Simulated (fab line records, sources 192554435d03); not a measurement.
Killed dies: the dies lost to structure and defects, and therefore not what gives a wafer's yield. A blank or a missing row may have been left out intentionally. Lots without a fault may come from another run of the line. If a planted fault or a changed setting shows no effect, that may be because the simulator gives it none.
fab line records	flow n5_finfet
[record] lots = 4	wafers = 12	last_day = 17
route steps=1938 shown BEOL_M12@1647 BEOL_M13@1659 PASSIVATION@1936
lots untouched by any fault: they come from a run of this same line in which no faults occurred
start_h: the number of hours between the record's first day and the start of the first shown wafer of the lot	wait_h: how many hours have passed since the lot's step before this one	" as in the row above	L1.1+2: a single row standing in for several wafers	- either no value or no given start	* or withheld: withheld	< > ~ a bound
route shown NAME@n: NAME is a module with steps in the file, n the number in the route of the first one	usual: mean and standard deviation over wafers with no fault	same: alike in all rows	chamber/n: place in a boat	sites: readings site by site	_std_site: standard deviation of those values	_edge_site: mean of outer sites minus mean of inner sites	radius_mm: for every site, how far away it sits from the centre of the wafer	mask NAME#n: copy n	behind: the last tool/chamber to shape the wafer	hold: why the lot went on hold/how many hours it stayed there/how the hold came to an end	device: the n, p or np transistor that did not switch	end of line: the same wafers' tests at the end of the route	a step with no rows: only its recipe	killed: not the wafer's yield, but the dies lost to structure and defects at the first sort	map: dies across one wafer; x = killed, . = not, _ = none there
set.NAME: setting as actually run; set.NAME@STEP: the setting as run at that earlier step	model.NAME: the simulator's own value behind a step, which no gauge read
lots seen at some steps along the route; tables by step, rows by wafer
services: from which hour (start_h, from the record's first day; less than 0 if before it) a tool's chamber was out of use, for how many hours, and why
[[steps]]
[step N5_BEOL_M12_PRE_CLEAN_42]
[recipe] gas = H2/He	time_s = 30	temp_c = 250
[step N5_BEOL_M12_SPUTTER_43]
[recipe] material = TaN	target_thk_a = 150	temp_c = 50	bias_v = 168.6	power_w = 15000	chamber_pressure_pa = 0.12	time_s = 24.19
[step N5_BEOL_M12_SPUTTER_44]
[recipe] material = Ta	target_thk_a = 100	temp_c = 50	bias_v = 80	power_w = 15000	chamber_pressure_pa = 0.07	time_s = 16.13
[step N5_BEOL_M12_SPUTTER_45]
[recipe] material = Cu	target_thk_a = 800	temp_c = -20	bias_v = 60	power_w = 26000	chamber_pressure_pa = 0.13	time_s = 13.33
[step N5_BEOL_M12_ECD_47]
[recipe] material = Cu	target_thk_a = 7200
[step N5_BEOL_M12_ANNEAL_48]
[recipe] temp_c = 225	time_s = 90	ambient = N2
[step N5_BEOL_M12_CMP_49]
[recipe] stop_on = SiOC	t_overpolish_s = 20.6	down_force_psi = 1	platen_rpm = 50	clearing_platen_down_force_psi = 1.5	clearing_platen_rpm = 50	post_cmp_clean = cu_alkaline	target_thk_nm = 320	clearing_platen_pad_velocity_m_s = 0.99484	pad_velocity_m_s = 0.99484
[step N5_BEOL_M12_PRE_CLEAN_52]
[recipe] gas = NH3	time_s = 15	temp_c = withheld	rf_power_w = 300
[step N5_BEOL_M12_DEP_53]
[recipe] material = SiCN	target_thk_a = 300	temp_c = withheld	precursor = 3MS/NH3	pressure_torr = 3	rf_w = 675	time_s = 10.5
[step N5_BEOL_M13_ILD_DEP_00]
[recipe] material = SiOC	target_thk_a = 8379.2	temp_c = 350	precursor = DEMS/O2	pressure_torr = 5	rf_w = 500	time_s = 166.4
[usual] heater_power_w = 513/85	run_length_s = 211.3/0.57	showerhead_plenum_p_Torr = 5.701/0.015	throttle_valve_pct = 12.3/0.52
lot.wafer	tool	chamber	start_h	wait_h	heater_power_w	run_length_s	showerhead_plenum_p_Torr	throttle_valve_pct	model.SiOC_of_BEOL_M13_ILD_DEP_00.thk_nm
L937.1	pecvd-01	1	297.36	0.0	398	211.5	5.709	13.2	833.6
L937.4	"	1	"	"	427	136.7	5.698	13.0	466.4
L937.6	"	0	"	"	591	210.8	5.707	12.5	844.8
L939.1	pecvd-01	1	306.50	0.0	439	211.4	5.708	13.3	845.6
L939.2	"	2	"	"	706	212.3	5.728	12.7	849.2
L939.4	"	1	"	"	361	136.4	5.702	13.1	482.6
L950.1	pecvd-01	1	378.46	0.0	453	211.7	5.695	13.1	824.6
L950.3	"	2	"	"	657	211.9	5.717	12.8	835.2
L950.4	"	2	"	"	677	211.6	5.736	13.0	843
L952.1	pecvd-02	0	378.75	0.0	448	211.6	5.678	11.9	826
L952.3	"	2	"	"	383	211.2	5.692	11.5	831.8
L952.5	"	1	"	"	535	210.9	5.708	11.6	855
[step N5_BEOL_M13_THK_MEAS_01]
[recipe] reads = SiOC_of_BEOL_M13_ILD_DEP_00
[usual] M13_ILD_THK = 836/11
lot.wafer	tool	chamber	start_h	wait_h	M13_ILD_THK[nm]
L937.1	film_metro-01	-	297.53	0.1	834
L937.4	"	-	"	"	467
L937.6	"	-	"	"	845
L939.1	film_metro-02	-	306.65	0.1	845
L939.2	"	-	"	"	849
L939.4	"	-	"	"	482
L950.1	film_metro-01	-	378.61	0.1	824
L950.3	"	-	"	"	835
L950.4	"	-	"	"	843
L952.1	film_metro-02	-	378.91	0.1	826
L952.3	"	-	"	"	832
L952.5	"	-	"	"	854
[step N5_BEOL_M13_COAT_58]
[recipe] resist = BARC	temp_c = 205	time_s = 60	spin_rpm = 1500	resist_thk_nm = 89
[step N5_BEOL_M13_COAT_04]
[recipe] spin_rpm = 1625	resist_thk_nm = 400
[step N5_BEOL_M13_EBR_06]
[recipe] solvent = PGMEA	ebr_width_mm = 1.5
[step N5_BEOL_M13_SOFTBAKE_05]
[recipe] temp_c = 130	time_s = 60
[step N5_BEOL_M13_EXPOSE_07]
[recipe] mask_id = V12	na = 0.93	source_shape = conventional	sigma_outer = 0.6	polarization = unpolarized	attpsm_phase_deg = 180	dose_mj = 24.8
[step N5_BEOL_M13_PEB_08]
[recipe] peb_temp_c = 130	peb_time_s = 90
[step N5_BEOL_M13_DEVELOP_09]
[recipe] develop_time_s = 45	rinse_liquid = diw	dry = air_spin	dev_temp_c = 21
[step N5_BEOL_M13_HARDBAKE_14]
[recipe] temp_c = 130	time_s = 120
[step N5_BEOL_M13_DESCUM_15]
[recipe] chemistry = O2	time_s = 7.9	source_power_w = 50	bias_power_w = 20	pressure_mtorr = 20	rf_frequency_hz = 2.712e+07	temp_c = 40	o2_flow_sccm = 225
[step N5_BEOL_M13_ETCH_59]
[recipe] chemistry = N2/H2	target = BARC	target_depth_a = 890	overetch_a = 267	time_s = 67.9	ion_energy_ev = 200	pressure_mtorr = 30	source_w = 840	bias_w = 150	n2_flow_sccm = 200	h2_flow_sccm = 200
[step N5_BEOL_M13_VIA_ETCH_16]
[recipe] chemistry = C4F8/O2/Ar	target = SiOC	pressure_mtorr = 30	source_w = 3000	bias_w = 700	Ar_flow_sccm = 400	C4F8_flow_sccm = 15	O2_flow_sccm = 8	he_inner_torr = 15	he_outer_torr = 30	target_depth_a = 9217	time_s = withheld	ion_energy_ev = 250	ends = cleared
[usual] drypump_motor_current_A = 5.7/0.65	oes_product_au = 0.72/0.066	rf_vpp_V = 665.3/3	showerhead_plenum_p_Torr = 3.42/0.1	throttle_valve_pct = 24.19/0.17
lot.wafer	tool	chamber	start_h	wait_h	drypump_motor_current_A	oes_product_au	rf_vpp_V	showerhead_plenum_p_Torr	throttle_valve_pct	model.etch.depth_nm	model.coat_of_BEOL_M13_COAT_04.thk_nm
L937.1	rie_diel-06	0	298.21	0.0	6.3	0.78	665.3	3.47	24.04	833.7	70.6
L937.4	"	2	"	"	6.6	0.79	667.2	3.48	24.32	466.4	178.6
L937.6	"	0	"	"	6.3	0.77	666.9	3.47	24.06	844.7	68
L939.1	rie_diel-01	3	307.24	0.0	5.4	0.77	664.9	3.35	23.92	845.6	66.2
L939.2	"	1	"	"	6.7	0.70	666.5	3.44	24.19	849.2	66.6
L939.4	"	0	"	"	5.5	0.73	666.2	3.44	24.09	482.6	176
L950.1	rie_diel-01	2	379.64	0.0	4.9	0.64	660.6	3.27	24.35	824.7	74.2
L950.3	"	1	"	"	6.8	0.69	665.5	3.43	24.21	835.1	70.2
L950.4	"	0	"	"	5.5	0.70	665.7	3.43	24.12	843.1	67.8
L952.1	rie_diel-06	1	379.73	0.0	5.0	0.88	664.5	3.36	23.94	826.1	73
L952.3	"	3	"	"	5.1	0.87	671.2	3.62	24.29	831.7	70.6
L952.5	"	1	"	"	4.9	0.89	662.9	3.36	23.94	854.9	64.8
[step N5_BEOL_M13_STRIP_63]
[recipe] chemistry = N2/H2	power_w = 1000	temp_c = 250	h2_frac = 0.65	overash_fraction = 0.3	pressure_mtorr = 1000	n2_flow_sccm = 1750	h2_flow_sccm = 3250
[usual] drypump_motor_current_A = 5.5/0.53	heater_power_w = 332/30	oes_product_au = 0.675/0.0045	strip_time_to_endpoint_s = 27.8/1
lot.wafer	tool	chamber	start_h	wait_h	drypump_motor_current_A	heater_power_w	oes_product_au	rf_hours_counter_h	strip_time_to_endpoint_s
L937.1	plasma_asher-02	0	298.45	-	6.1	343	0.672	72	27.8
L937.4	"	1	"	"	5.9	338	0.730	-	57.1
L937.6	"	0	"	"	6.1	343	0.669	-	27.1
L939.1	plasma_asher-01	1	307.48	-	4.7	294	0.671	141	26.5
L939.2	"	0	"	"	5.6	366	0.672	141	26.7
L939.4	"	0	"	"	5.6	358	0.721	-	56.4
L950.1	plasma_asher-01	0	379.88	-	5.6	356	0.672	156	28.9
L950.3	"	0	"	"	5.6	359	0.679	-	27.7
L950.4	"	1	"	"	4.8	288	0.674	-	27.0
L952.1	plasma_asher-02	0	379.96	-	6.1	341	0.680	88	28.6
L952.3	"	1	"	"	5.9	339	0.669	-	27.8
L952.5	"	0	"	"	6.1	340	0.675	-	26.1
[step N5_BEOL_M13_STRIP_64]
[recipe] chemistry = N2/H2	power_w = 1000	temp_c = 250	h2_frac = 0.65	overash_fraction = 0.3	pressure_mtorr = withheld	n2_flow_sccm = 1750	h2_flow_sccm = 3250
[step N5_BEOL_M13_STRIP_71]
[recipe] chemistry = post_etch_residue_remover	time_s = 60	temp_c = 25	remover_ph = withheld	remover_water_wt_pct = withheld	remover_fluoride_wt_pct = withheld
[step N5_BEOL_M13_SRD_72]
[recipe] time_s = 30	temp_c = 23	rinse_liquid = diw	dry = n2_spin	spin_rpm = 1500	dry_time_s = 30
[step N5_BEOL_M13_COAT_65]
[recipe] resist = SOC	temp_c = 250	time_s = 60	spin_rpm = 1500	resist_thk_nm = 350
[step N5_BEOL_M13_COAT_66]
[recipe] resist = SiARC	temp_c = 220	time_s = 60	spin_rpm = 1500	resist_thk_nm = 110
[step N5_BEOL_M13_COAT_22]
[recipe] spin_rpm = 2888	resist_thk_nm = 300
[step N5_BEOL_M13_EBR_24]
[recipe] solvent = PGMEA	ebr_width_mm = 1.5
[step N5_BEOL_M13_SOFTBAKE_23]
[recipe] temp_c = 130	time_s = 60
[step N5_BEOL_M13_EXPOSE_25]
[recipe] mask_id = M13	na = 0.93	source_shape = conventional	sigma_outer = 0.4	polarization = unpolarized	target_cd_nm = 210	dose_mj = 22
[step N5_BEOL_M13_PEB_26]
[recipe] peb_temp_c = 130	peb_time_s = 90
[step N5_BEOL_M13_DEVELOP_27]
[recipe] develop_time_s = 45	rinse_liquid = diw	dry = air_spin	dev_temp_c = 21
[step N5_BEOL_M13_HARDBAKE_32]
[recipe] temp_c = 130	time_s = 120
[step N5_BEOL_M13_CMP_49]
[recipe] stop_on = SiOC	t_overpolish_s = 17.1	down_force_psi = 1	platen_rpm = 50	clearing_platen_down_force_psi = 1.5	clearing_platen_rpm = 50	post_cmp_clean = cu_alkaline	target_thk_nm = 420	clearing_platen_pad_velocity_m_s = 0.99484	pad_velocity_m_s = 0.99484
[usual] motor_current_A = 6.1/0.54	pad_life_wafers = 1188/550
lot.wafer	tool	chamber	start_h	wait_h	motor_current_A	pad_life_wafers	model.SiOC_of_BEOL_M13_ILD_DEP_00.thk_nm
L937.4	cmp-03	1	303.71	0.2	5.5	859	408.2
L937.1	"	2	"	"	6.5	860	775.6
L937.6	"	0	"	"	5.8	-	786.4
L939.1	cmp-03	0	311.90	0.3	5.9	930	786.4
L939.4	"	1	"	"	5.8	931	424.4
L939.2	"	3	"	"	5.7	933	790.8
L950.4	cmp-01	2	383.68	0.1	5.6	666	784.8
L950.1	"	3	"	"	6.9	667	765.4
L950.3	"	1	"	"	6.9	669	776.4
L952.3	cmp-03	0	383.76	0.2	5.9	1506	773.2
L952.1	"	1	"	"	5.4	1507	767
L952.5	"	1	"	"	5.4	-	795.4
[step N5_PASSIVATION_PROBE_49]
[usual] defect_limited_yield = 91.5/1.3	killed_at_M0_to_M3 = 33/10	killed_at_M4_up = 13/4	killed_at_contacts = 12/6.3	killed_at_front_end = 39/11	killed_at_other = 3.4/2.6	killed_dies = 100/15	killed_open = 65/11	killed_short = 34/7.8	sort_bin_5_function = 5.0/0.89	sort_bin_6_memory = 3.2/0.58	sort_n_pass = 1080/15	sort_yield_pct = 91.5/1.3
[same] gross_dies = 1180	killed_at_back_side = 0	sort_bin_4_leakage[%] = 0	sort_bin_8_speed[%] = 0
lot.wafer	tool	chamber	start_h	wait_h	defect_limited_yield[%]	killed_at_M0_to_M3	killed_at_M4_up	killed_at_contacts	killed_at_front_end	killed_at_other	killed_dies	killed_open	killed_short	sort_bin_5_function[%]	sort_bin_6_memory[%]	sort_n_pass	sort_yield_pct[%]
L937.1	prober-01	-	330.47	0.0	91.0	44	14	26	20	2	106	65	40	4.9	3.6	1074	91.0
L937.4	prober-01	-	330.62	0.2	91.7	36	17	10	30	5	98	70	28	4.2	3.6	1082	91.7
L937.6	prober-01	-	330.72	0.3	91.3	37	13	21	29	3	103	68	35	4.9	3.6	1077	91.3
L939.1	prober-01	-	342.10	0.0	91.4	37	10	12	39	3	101	74	27	4.7	3.6	1079	91.4
L939.2	prober-01	-	342.15	0.1	93.2	26	12	5	35	2	80	55	24	4.1	2.5	1100	93.2
L939.4	prober-01	-	342.25	0.2	91.9	21	15	6	51	2	95	65	30	4.7	3.3	1085	91.9
L950.1	prober-01	-	417.37	0.0	90.0	35	19	9	51	4	118	83	35	5.9	3.6	1062	90.0
L950.3	prober-01	-	417.47	0.1	91.9	31	12	7	40	6	96	64	32	5.0	2.9	1084	91.9
L950.4	prober-01	-	417.52	0.2	92.3	24	17	16	31	3	91	63	27	4.6	2.9	1089	92.3
L952.1	prober-02	-	418.76	0.0	89.9	32	16	8	62	1	119	83	36	6.0	3.7	1061	89.9
L952.3	prober-02	-	418.86	0.1	89.2	46	6	9	64	2	127	94	33	6.3	4.0	1053	89.2
L952.5	prober-02	-	418.96	0.2	91.0	49	15	8	34	0	106	76	29	5.8	2.9	1074	91.0
// killed by level:class
L937.1 MOL_CONTACT_COAG:geometric_particle:open=22 BEOL_M0_SAQP:geometric_particle:short=16 BEOL_M0_SAQP:geometric_particle:open=6 BEOL_M0:geometric_particle:open=6 BEOL_M3:geometric_particle:open=5 MOL_CONTACT_COAG:geometric_particle:short=4 BEOL_M2:geometric_particle:open=4 BEOL_M4:geometric_particle:short=4
L937.4 BEOL_M0_SAQP:geometric_particle:open=11 MOL_CONTACT_COAG:geometric_particle:open=10 BEOL_M4:geometric_particle:open=10 GATE_CUT:geometric_particle:open=7 GATE_CUT:geometric_particle:short=6 BEOL_M0_SAQP:geometric_particle:short=6 BEOL_M0:geometric_particle:open=6 STI_FIN_REVEAL:geometric_particle:open=5
L937.6 MOL_CONTACT_COAG:geometric_particle:open=20 BEOL_M0:geometric_particle:open=9 BEOL_M3:geometric_particle:open=8 GATE_CUT:geometric_particle:short=7 BEOL_M0_SAQP:geometric_particle:short=6 BEOL_M0_SAQP:geometric_particle:open=6 FIN_SAQP:geometric_particle:short=4 GATE_CUT:geometric_particle:open=4
L939.1 BEOL_M2:geometric_particle:open=12 MOL_CONTACT_COAG:geometric_particle:open=11 BEOL_M1:geometric_particle:open=11 FIN_SAQP:geometric_particle:open=9 STI_FIN_REVEAL:geometric_particle:open=9 FIN_SAQP:geometric_particle:short=8 BEOL_M0_SAQP:geometric_particle:short=4 BEOL_M3:geometric_particle:open=4
L939.2 STI_FIN_REVEAL:geometric_particle:open=9 FIN_SAQP:geometric_particle:short=7 BEOL_M3:geometric_particle:open=7 BEOL_M2:geometric_particle:open=6 BEOL_M4:geometric_particle:open=6 FIN_SAQP:geometric_particle:open=4 GATE_CUT:geometric_particle:short=4 MOL_CONTACT_COAG:geometric_particle:open=4
L939.4 FIN_SAQP:geometric_particle:open=17 FIN_SAQP:geometric_particle:short=14 STI_FIN_REVEAL:geometric_particle:open=9 MOL_CONTACT_COAG:geometric_particle:open=6 BEOL_M0_SAQP:geometric_particle:open=4 BEOL_M1:geometric_particle:open=4 BEOL_M3:geometric_particle:open=4 BEOL_M4:geometric_particle:open=4
L950.1 FIN_SAQP:geometric_particle:open=13 FIN_SAQP:geometric_particle:short=11 MOL_CONTACT_COAG:geometric_particle:open=9 BEOL_M0_SAQP:geometric_particle:open=8 BEOL_M2:geometric_particle:open=8 DUMMY_GATE:geometric_particle:open=7 BEOL_M0_SAQP:geometric_particle:short=7 ILD0:geometric_particle:open=6
L950.3 DUMMY_GATE:geometric_particle:open=11 BEOL_M1:geometric_particle:open=11 FIN_SAQP:geometric_particle:short=6 FIN_SAQP:geometric_particle:open=6 STI_FIN_REVEAL:geometric_particle:open=6 MOL_CONTACT_COAG:geometric_particle:open=5 BEOL_M3:geometric_particle:open=5 DUMMY_GATE:geometric_particle:short=4
L950.4 MOL_CONTACT_COAG:geometric_particle:open=15 FIN_SAQP:geometric_particle:open=8 BEOL_M4:geometric_particle:short=8 BEOL_M2:geometric_particle:open=6 BEOL_M3:geometric_particle:open=6 STI_FIN_REVEAL:geometric_particle:open=5 BEOL_M4:geometric_particle:open=4 BEOL_M0_SAQP:geometric_particle:short=3
L952.1 STI_FIN_REVEAL:geometric_particle:open=16 DUMMY_GATE:geometric_particle:open=12 FIN_SAQP:geometric_particle:open=9 BEOL_M0_SAQP:geometric_particle:short=9 MOL_CONTACT_COAG:geometric_particle:open=8 BEOL_M0_SAQP:geometric_particle:open=7 BEOL_M3:geometric_particle:open=7 FIN_SAQP:geometric_particle:short=6
L952.3 STI_FIN_REVEAL:geometric_particle:open=16 BEOL_M1:geometric_particle:open=16 FIN_SAQP:geometric_particle:open=12 FIN_SAQP:geometric_particle:short=12 BEOL_M2:geometric_particle:open=8 MOL_CONTACT_COAG:geometric_particle:open=7 BEOL_M0_SAQP:geometric_particle:short=7 BEOL_M0_SAQP:geometric_particle:open=6
L952.5 BEOL_M0_SAQP:geometric_particle:open=15 FIN_SAQP:geometric_particle:open=9 BEOL_M0_SAQP:geometric_particle:short=9 BEOL_M3:geometric_particle:open=9 BEOL_M4:geometric_particle:open=8 MOL_CONTACT_COAG:geometric_particle:open=7 STI_FIN_REVEAL:geometric_particle:open=5 BEOL_M2:geometric_particle:open=5
[[services]]
tool	chamber	start_h	hours	kind
pecvd-01	-	274.98	0.7	repair
cmp-03	-	289.82	0.5	repair
cmp-01	-	298.50	4.0	pm
cmp-01	-	304.50	4.9	pm
pecvd-02	-	307.15	0.7	repair
rie_diel-01	-	326.60	0.4	repair
plasma_asher-02	-	329.02	2.8	pm
rie_diel-06	3	333.41	3.6	repair
rie_diel-06	3	337.04	-	clean
rie_diel-06	3	337.04	-	consumable_replace:focus_ring
rie_diel-06	3	337.04	-	consumable_replace:showerhead
rie_diel-06	3	337.04	15.9	scheduled_down
rie_diel-06	3	337.04	15.9	vent_cycle
rie_diel-01	-	344.99	2.8	pm
rie_diel-06	1	353.26	-	clean
rie_diel-06	1	353.26	-	consumable_replace:focus_ring
pecvd-02	1	356.11	8.4	repair
pecvd-01	-	365.75	2.3	repair
pecvd-01	0	368.80	2.1	scheduled_down
rie_diel-01	1	375.05	1.9	repair
pecvd-01	1	383.62	-	clean
pecvd-01	1	383.62	-	consumable_replace:showerhead
pecvd-01	1	383.62	29.0	scheduled_down
pecvd-01	1	383.62	29.0	vent_cycle
[[key]]
[first_sign] step = N5_BEOL_M13_ILD_DEP_00	reading = run_length_s	direction = down	sigmas = 99+	usual = *	struck = *
[effect] step = N5_BEOL_M13_THK_MEAS_01	reading = M13_ILD_THK	direction = down	sigmas = 33	usual = 836	struck = 474
[effect] step = N5_BEOL_M13_STRIP_63	reading = strip_time_to_endpoint_s	direction = up	sigmas = 28	usual = *	struck = *
[model_effect] step = N5_BEOL_M13_ILD_DEP_00	value = SiOC_of_BEOL_M13_ILD_DEP_00.thk_nm	without = 852.9	struck = 474.5
[model_effect] step = N5_BEOL_M13_VIA_ETCH_16	value = etch.depth_nm	without = 852.9	struck = 474.5
[model_effect] step = N5_BEOL_M13_CMP_49	value = SiOC_of_BEOL_M13_ILD_DEP_00.thk_nm	without = 794.8	struck = 416.3
met_at N5_BEOL_M13_ILD_DEP_00
struck_wafers L937.4,L939.4
[fault] kind = process_parameter_drift	tool = pecvd-01	chamber = -	onset_h = 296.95	steps = N5_BEOL_M13_ILD_DEP_00	channel = time_s	offset = *	shape = step	end_h = 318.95	scope = struck_wafers_only	acts_in = *	stated = *
